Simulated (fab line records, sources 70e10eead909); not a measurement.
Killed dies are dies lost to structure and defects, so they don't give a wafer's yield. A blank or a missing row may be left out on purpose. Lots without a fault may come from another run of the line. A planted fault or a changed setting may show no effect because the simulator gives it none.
Chamber matching | flow nand_harc | NHARC_A_CONTACT_ETCH_106 on rie_diel-12: 4 sister chambers
The step etches the open film in CF4/O2, target depth 90 nm, overetch 9 nm, time 49.5 s. 39 wafers are shown with their chamber, then 12 later ones without.

WAFERS WITH THEIR CHAMBER
wafer  | chamber | drypump_motor_current_A (A) | showerhead_plenum_p_Torr (Torr) | oes_product_au (a.u.)
L074.3 | 2       | 5.7                         | 1.25                            | 1.020
L074.4 | 0       | 4.9                         | 1.28                            | 0.987
L074.5 | 1       | 5.9                         | 1.32                            | 1.004
L075.1 | 3       | 5.9                         | 1.38                            | 0.975
L075.4 | 1       | 5.9                         | 1.32                            | 0.995
L075.5 | 2       | 5.7                         | 1.25                            | 1.012
L076.1 | 0       | 4.9                         | 1.28                            | 0.991
L076.3 | 2       | 5.7                         | 1.25                            | 1.014
L076.4 | 3       | 5.9                         | 1.38                            | 0.986
L078.1 | 2       | 5.7                         | 1.25                            | 1.024
L078.4 | 0       | 4.9                         | 1.28                            | 0.991
L078.6 | 3       | 5.9                         | 1.38                            | 0.975
L077.2 | 0       | 4.9                         | 1.28                            | 0.987
L077.4 | 3       | 5.9                         | 1.38                            | 0.989
L077.6 | 2       | 5.7                         | 1.25                            | 1.008
L079.1 | 3       | 5.9                         | 1.38                            | 0.985
L079.2 | 0       | 4.9                         | 1.28                            | 0.994
L079.6 | 1       | 5.9                         | 1.32                            | 0.994
L081.1 | 1       | 5.9                         | 1.32                            | 0.987
L081.3 | 0       | 4.9                         | 1.28                            | 0.995
L081.5 | 0       | 4.9                         | 1.28                            | 0.989
L082.1 | 2       | 5.7                         | 1.25                            | 1.014
L082.3 | 1       | 5.9                         | 1.32                            | 0.984
L082.4 | 0       | 4.9                         | 1.28                            | 0.988
L083.2 | 2       | 5.7                         | 1.25                            | 1.014
L083.4 | 3       | 5.9                         | 1.38                            | 1.001
L083.5 | 2       | 5.7                         | 1.25                            | 1.025
L085.2 | 3       | 5.9                         | 1.38                            | 0.991
L085.3 | 1       | 6.0                         | 1.32                            | 0.985
L085.6 | 3       | 5.9                         | 1.38                            | 0.995
L089.1 | 3       | 5.9                         | 1.37                            | 1.000
L089.2 | 1       | 6.0                         | 1.31                            | 0.989
L089.6 | 1       | 6.0                         | 1.31                            | 0.987
L090.3 | 2       | 5.7                         | 1.24                            | 1.013
L090.4 | 0       | 4.9                         | 1.28                            | 1.010
L090.5 | 0       | 4.9                         | 1.28                            | 1.004
L091.1 | 1       | 5.9                         | 1.31                            | 0.979
L091.2 | 2       | 5.7                         | 1.24                            | 1.017
L091.6 | 1       | 5.9                         | 1.31                            | 0.982

SIGNATURES (means of the wafers above)
reading                  | chamber 0 | chamber 1 | chamber 2 | chamber 3 | scatter within a chamber
drypump_motor_current_A  | 4.900     | 5.930     | 5.700     | 5.900     | 0.0245
showerhead_plenum_p_Torr | 1.2800    | 1.3160    | 1.2480    | 1.3789    | 0.00374
oes_product_au           | 0.99360   | 0.98860   | 1.01610   | 0.98856   | 0.00756
Rule: a wafer's distance from a chamber is the root of the sum, over the readings, of the square of ((its reading less the chamber's mean) divided by the reading's scatter). The wafer belongs to the nearest chamber; if the next one is less than 2 further off, it can't be placed. The scatter: the root of (the sum of the squares of (reading less its chamber's mean) over the shown wafers, divided by (wafers less chambers)).

WAFERS WITHOUT THEIR CHAMBER
wafer  | drypump_motor_current_A (A) | showerhead_plenum_p_Torr (Torr) | oes_product_au (a.u.)
L092.1 | 4.9                         | 1.28                            | 1.002
L092.2 | 5.9                         | 1.31                            | 0.999
L092.6 | 5.9                         | 1.37                            | 0.997
L093.1 | 5.9                         | 1.31                            | 0.978
L093.5 | 4.9                         | 1.28                            | 1.007
L093.6 | 5.9                         | 1.37                            | 1.002
L096.1 | 5.9                         | 1.37                            | 0.997
L096.2 | 5.9                         | 1.31                            | 0.995
L096.4 | 5.7                         | 1.24                            | 1.024
L097.1 | 6.0                         | 1.31                            | 1.002
L097.4 | 5.9                         | 1.37                            | 1.006
L097.6 | 4.9                         | 1.28                            | 1.033

WHICH CHAMBER EACH WENT THROUGH
wafer  | from the rows above | in truth
L092.1 | 0                   | 0
L092.2 | 1                   | 1
L092.6 | 3                   | 3
L093.1 | 1                   | 1
L093.5 | 0                   | 0
L093.6 | 3                   | 3
L096.1 | 3                   | 3
L096.2 | 1                   | 1
L096.4 | 2                   | 2
L097.1 | 1                   | 1
L097.4 | 3                   | 3
L097.6 | 0                   | 0
Placed correctly: 12 of 12. Can't be placed from these rows: 0. Placed wrongly: 0.
